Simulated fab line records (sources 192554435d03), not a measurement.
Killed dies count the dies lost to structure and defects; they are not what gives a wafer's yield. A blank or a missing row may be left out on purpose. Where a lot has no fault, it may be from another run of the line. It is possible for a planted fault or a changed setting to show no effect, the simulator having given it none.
Split-lot experiment | flow n5Finfet | 21 wafers read from 7 lots, route of 1938 steps

## ABOUT THE SPLIT
At N5_BEOL_M11_ETCH_62 (etches SOC in N2/H2, target depth 110 nm, overetch 22 nm, time 165 s), the setting timeS was moved away from the recipe's 165 s on 9 of the 21 wafers read, by -21.2% to +7.9%. This setting was run at the recipe's value on the other wafers.

Reading taken at the split's own step.

## THE READING
SiARC_of_BEOL_M11_COAT_60.thkNm (the simulator's own value, which no gauge read), in nm, at N5_BEOL_M11_ETCH_62 (etches SOC in N2/H2, target depth 110 nm, overetch 22 nm, time 165 s). The file does not state a usual value for it. Here, 12 wafers ran the recipe; their average is 23.6 nm with a standard deviation of 0.22 nm.

wafer  | tool, chamber at the split | timeS as run, s | against the recipe | SiARC_of_BEOL_M11_COAT_60.thkNm, nm | against lot-mates on the recipe
L076.3 | rieDiel-03, 0              | 141.3           | -14.4%             | 24.2                                | +0.8
L076.4 | rieDiel-03, 2              | 165             | recipe             | 23.4                                | -
L076.5 | rieDiel-03, 1              | 141.3           | -14.4%             | 24.8                                | +1.4
L079.1 | rieDiel-05, 1              | 165             | recipe             | 23.6                                | -
L079.5 | rieDiel-05, 1,0            | 178.1           | +7.9%              | 23.2                                | -0.4
L079.6 | rieDiel-05, 1,0            | 178.1           | +7.9%              | 23.2                                | -0.4
L085.1 | rieDiel-06, 2              | 139.5           | -15.5%             | 24.4                                | +0.7
L085.3 | rieDiel-06, 1              | 165             | recipe             | 23.6                                | -
L085.5 | rieDiel-06, 3              | 165             | recipe             | 23.8                                | -
L087.3 | rieDiel-06, 1              | 165             | recipe             | 23.4                                | -
L087.5 | rieDiel-06, 1              | 165             | recipe             | 23.4                                | -
L087.4 | rieDiel-06, 0              | 165             | recipe             | 23.8                                | -
L086.1 | rieDiel-06, 1              | 165             | recipe             | 23.6                                | -
L086.2 | rieDiel-06, 0              | 130.1           | -21.2%             | 25.2                                | +1.6
L086.3 | rieDiel-06, 2              | 130.1           | -21.2%             | 24.8                                | +1.2
L089.1 | rieDiel-06, 0              | 131.4           | -20.4%             | 25                                  | +1.6
L089.4 | rieDiel-06, 3              | 165             | recipe             | 23.4                                | -
L089.5 | rieDiel-06, 1              | 131.4           | -20.4%             | 24.8                                | +1.4
L088.3 | rieDiel-03, 3              | 165             | recipe             | 23.4                                | -
L088.4 | rieDiel-03, 1              | 165             | recipe             | 24                                  | -
L088.5 | rieDiel-03, 1              | 165             | recipe             | 24                                  | -
When a row names more than one chamber, that row covers several wafers, and the file does not tell which wafer ran in which chamber.

THE FIT
A straight line over all 21 wafers: SiARC_of_BEOL_M11_COAT_60.thkNm changes by -0.0615 nm for each +1% of timeS; r = -0.94; the points scatter about the line by 0.22 nm.
The same after taking each lot's own level away (the mean of its wafers on the recipe; 21 wafers): -0.0665 nm for each +1%; r = -0.95; scatter 0.21 nm.
The reading moves by 1.4 nm for the largest change in timeS, on that fit.
The span of the lots' own levels, 23.40 to 23.80 nm, comes to 1.8 times the standard deviation stated above.
Hence the lot-to-lot level has little effect on the slope; both slopes agree.
Check: with one of the wafers moved furthest among these (-21.2%) left out of the fit, the line predicts +1.39 nm for it against its lot-mates. It came out at +1.6 nm against them.

## OTHER SPLITS APPLIED TO THESE WAFERS
These wafers also went through other splits before the reading. Each is held against what the fit with the lots' levels taken away leaves over:
other split on the same wafers  | wafers away from the commonest value | r with SiARC_of_BEOL_M11_COAT_60.thkNm (lot level and that fit taken away)
N5_BEOL_M7_TRENCH_ETCH_37 timeS | 6                                    | -0.03
N5_BEOL_M8_ETCH_62 sourceW      | 6                                    | +0.07
N5_BEOL_M9_COAT_60 spinRpm      | 6                                    | +0.26
N5_BEOL_M9_ETCH_62 timeS        | 8                                    | -0.23
N5_BEOL_M10_VIA_ETCH_34 timeS   | 8                                    | -0.05
N5_BEOL_M10_ETCH_41 sourceW     | 3                                    | -0.05

## FILE'S OWN FIT
SiARC_of_BEOL_M11_COAT_60.thkNm changes by -0.0656 nm for each +1% of timeS, r = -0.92.
